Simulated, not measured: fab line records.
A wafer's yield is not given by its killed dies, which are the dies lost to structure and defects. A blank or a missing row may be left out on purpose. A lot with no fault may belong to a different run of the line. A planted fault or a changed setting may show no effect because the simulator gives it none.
One fault seen from 2 desks	flow n5 finfet	only its own numbers are on each desk; what lay behind them is given at the end

== THE TOOL OWNER'S DESK: cmp-01 ==
The tool's own readings at N5_SDB_CMP_30 (polishes, stops on poly-Si, t overpolish 1.54 s, target thk 30 nm): means of the sampled wafers that have a number, for each lot that ran on this tool. If a lot's mean is further than 4 standard deviations from the usual mean, the lot is out of limits and carries the mark OUT (the distance appears in the brackets).
Columns: A = motor current A at N5_SDB_CMP_30, usual 13.0 A; B = overpolish run s at N5_SDB_CMP_30, usual 1.540 s; C = platen rpm at N5_SDB_CMP_30, usual 51.80 rpm; D = slurry flow ml min at N5_SDB_CMP_30, usual 149.9; E = time to endpoint s at N5_SDB_CMP_30, usual 17.3 s
lot	first seen here	A	B	C	D	E
L563	day 5 12:27	12.4	1.545	51.79	149.3	20.2
L565	day 5 20:53	12.0	1.538	51.12 (-20) OUT	149.7	16.8
L566	day 6 03:31	12.1	1.544	51.10 (-21) OUT	150.4	16.8
L578	day 9 08:13	11.9	1.539	51.81	149.8	15.2
Finding of this desk: L565, L566 out of limits; the first was L565 at day 5 20:53, on platen rpm at N5_SDB_CMP_30. L563, L578 stayed within limits.

== THE DEFECT DESK ==
What the inspections along the route counted, lot by lot: means of the sampled wafers that have a number. If a lot's mean is further than 4 standard deviations from the usual mean, the lot is out of limits and carries the mark OUT (the distance appears in the brackets).
Columns: A = raw defect count at N5_SDB_INSPECT_13, usual 64
lot	first seen here	A
L558	day 3 22:22	74
L559	day 4 06:04	54
L561	day 4 22:56	78
L563	day 5 08:08	32
L565	day 5 17:04	68
L566	day 5 23:45	68
L572	day 7 12:43	43
L575	day 8 11:32	46
L578	day 9 04:40	125
L579	day 9 09:55	36
L580	day 9 12:56	72
Result from this desk: across the 11 lots, nothing is out of limits.

== TAKEN TOGETHER ==
An alarm could have come from the tool owner's desk at day 5 20:53, on L565, L566.
The defect desk saw nothing out of limits.
The defect desk has L565, L566 on record, within its limits.
The lots listed all ran N5_SDB_CMP_30 on cmp-01.

== WHAT HAD BEEN PUT IN BY THE SIMULATOR ==
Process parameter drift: cmp-01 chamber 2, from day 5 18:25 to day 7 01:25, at N5_SDB_CMP_30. The setting platen rpm was moved by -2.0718, starting from 51.796. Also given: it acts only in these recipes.
Lots struck among those shown: L565, L566.
Hours from the fault's start to each desk's first reading out of limits: the tool owner's desk, 2.
